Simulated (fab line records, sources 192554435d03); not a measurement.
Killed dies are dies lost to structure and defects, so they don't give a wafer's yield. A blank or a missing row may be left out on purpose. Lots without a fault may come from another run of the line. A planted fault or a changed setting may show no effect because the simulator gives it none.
A struck lot beside a sound one | flow n5_finfet | 36 steps out of a route of 1938
Sound: wafers L969.1, L969.4, L969.6. Struck: wafer L966.4. (L966.5 of the same lot was not struck and is left out.) The cause comes at the end.
At each step with rows: each side's tool, then ch and its chambers, then its first start. Under that, the readings that differ: sound wafers | struck wafers | difference of the means | sigmas: that difference in standard deviations of wafers without a fault.
alike: readings whose means differ by less than 2 such deviations, and words and numbers that are the same on both sides. not compared: withheld readings, readings that some wafer has no value for, bounds like >300 that may hide the same value, and numbers for which the record gives no deviation and whose values overlap.
The two part at a step that has a row with sigmas, a row that says differs or no value, or rows on one side only. Numbers that don't overlap but have no deviation are shown without sigmas and don't part them. A reading that every wafer of one side lacks parts them only if that side has two wafers or more.

first, 9 steps without rows for these wafers: N5_BEOL_M4_ANNEAL_95 (time 240 s); N5_BEOL_M4_SPUTTER_96 (material Cu, target thk 4.5 nm, time 8.29 s); N5_BEOL_M4_ECD_50 (material Cu, target thk 300 nm); N5_BEOL_M4_ANNEAL_51 (time 90 s); N5_BEOL_M4_CMP_52 (polishes, stops on SiOC, t overpolish 6.8 s, target thk 40 nm); N5_BEOL_M4_PRE_CLEAN_60 (time 15 s); N5_BEOL_M4_CO_CAP_55 (material Co, precursor CCTBA/H2, target thk 2 nm, time 102.1 s); N5_BEOL_M4_PRE_CLEAN_56 (time 15 s); N5_BEOL_M4_DEP_57 (deposits SiCN from 3MS/NH3, target thk 8 nm, time 14 s).
N5_BEOL_M4_RC_MEAS_101:
  sound on prober-02 ch 0, day 12 22:35; struck on prober-01 ch 0, day 12 11:37
  reading        | sound          | struck | difference | sigmas
  IOFF_N (nA/um) | 0.14 0.18 0.14 | 0.29   | +0.14      | +3
  IOFF_P (nA/um) | 0.16 0.19 0.16 | 0.31   | +0.14      | +3
  VT_N (mV)      | 253 248 254    | 243    | -9         | -2
  VT_P (mV)      | -256 -256 -257 | -247   | +9         | +2
  alike: DIBL_N, DIBL_P, ION_N, ION_P, SS_N, SS_P
then, 24 steps without rows for these wafers: N5_BEOL_M5_ILD_DEP_00 (deposits SiCOH lowk from DEMS/porogen, target thk 140.64 nm, time 25.9 s); N5_BEOL_M5_CURE_79 (cures SiCOH lowk, time 240 s); N5_BEOL_M5_PECVD_70 (deposits SiO2 from TEOS/O2, target thk 16 nm, time 18 s); N5_BEOL_M5_HM_DEP_02 (deposits TiN, target thk 20 nm); N5_BEOL_M5_COAT_59 (time 60 s, resist thk 60 nm); N5_BEOL_M5_COAT_60 (time 60 s, resist thk 12 nm); N5_BEOL_M5_COAT_71 (time 60 s, resist thk 5 nm); N5_BEOL_M5_COAT_05 (resist thk 30 nm); N5_BEOL_M5_EBR_07; N5_BEOL_M5_SOFTBAKE_06 (time 60 s); N5_BEOL_M5_EXPOSE_08 (exposes mask M5, target cd 28 nm); N5_BEOL_M5_PEB_09 (peb time 60 s); N5_BEOL_M5_DEVELOP_10 (develop time 30 s); N5_BEOL_M5_DESCUM_16 (chemistry O2, time 7 s); N5_BEOL_M5_ETCH_72 (etches underlayer in N2/H2, target depth 6.5 nm, time 5.2 s); N5_BEOL_M5_ETCH_61 (etches SiARC in CF4, target depth 15.6 nm, time 26 s); N5_BEOL_M5_ETCH_62 (etches SOC in N2/H2, target depth 75 nm, overetch 15 nm, time 112.5 s); N5_BEOL_M5_STRIP_63 (strips in N2/H2); N5_BEOL_M5_STRIP_73 (strips in N2/H2); N5_BEOL_M5_STRIP_64 (strips in CF4); N5_BEOL_M5_HM_OPEN_17 (chemistry Cl2/BCl3, target TiN, target depth 20 nm, overetch 6 nm); N5_BEOL_M5_STRIP_19 (strips in O2); N5_BEOL_M5_COAT_65 (time 60 s, resist thk 60 nm); N5_BEOL_M5_COAT_66 (time 60 s, resist thk 12 nm).
N5_BEOL_M8_ALD_77: deposits TaN, target thk 2 nm, pulse time 2 s, purge time 3 s.
  sound on ald_metal-04 ch 0,2, day 14 08:05; struck on ald_metal-01 ch 2, day 13 22:34
  reading                                 | sound    | struck | difference | sigmas
  ald_cycles                              | 40 40 40 | 29     | -11        |
  model.TaN_of_BEOL_M8_ALD_77.thk_nm (nm) | 2 2 2    | 1.4    | -0.6       |
  alike: heater_power_outer_w, heater_power_w
-- the record jumps here: 3 days lie between the struck wafers' starts before and after (it left off in module BEOL_M8 and takes up again in module PASSIVATION, whose first step shown is number 1936 of the route) --
N5_PASSIVATION_PROBE_49:
  sound on prober-01, day 17 03:59; struck on prober-02, day 16 18:02
  reading                  | sound          | struck | difference | sigmas
  defect_limited_yield (%) | 92.8 92.4 90.7 | 87.1   | -4.9       | -3
  killed_at_M0_to_M3       | 29 30 43       | 68     | +34        | +4
  killed_dies              | 85 90 110      | 152    | +57        | +4
  killed_open              | 54 56 64       | 107    | +49        | +4
  sort_bin_4_leakage (%)   | 0 0 0          | 0.34   | +0.34      | +3
  sort_bin_5_function (%)  | 4.6 3.6 5.3    | 7.8    | +3.3       | +4
  sort_n_pass              | 1095 1090 1070 | 1028   | -57        | -3
  sort_yield_pct (%)       | 92.8 92.4 90.7 | 87.1   | -4.9       | -3
  alike: killed_at_M4_up, killed_at_contacts, killed_at_front_end, killed_at_other, killed_short, sort_bin_6_memory

WHERE THEY PART
First at N5_BEOL_M4_RC_MEAS_101; last, within this record, at N5_PASSIVATION_PROBE_49.

WHY: what the simulator had put in
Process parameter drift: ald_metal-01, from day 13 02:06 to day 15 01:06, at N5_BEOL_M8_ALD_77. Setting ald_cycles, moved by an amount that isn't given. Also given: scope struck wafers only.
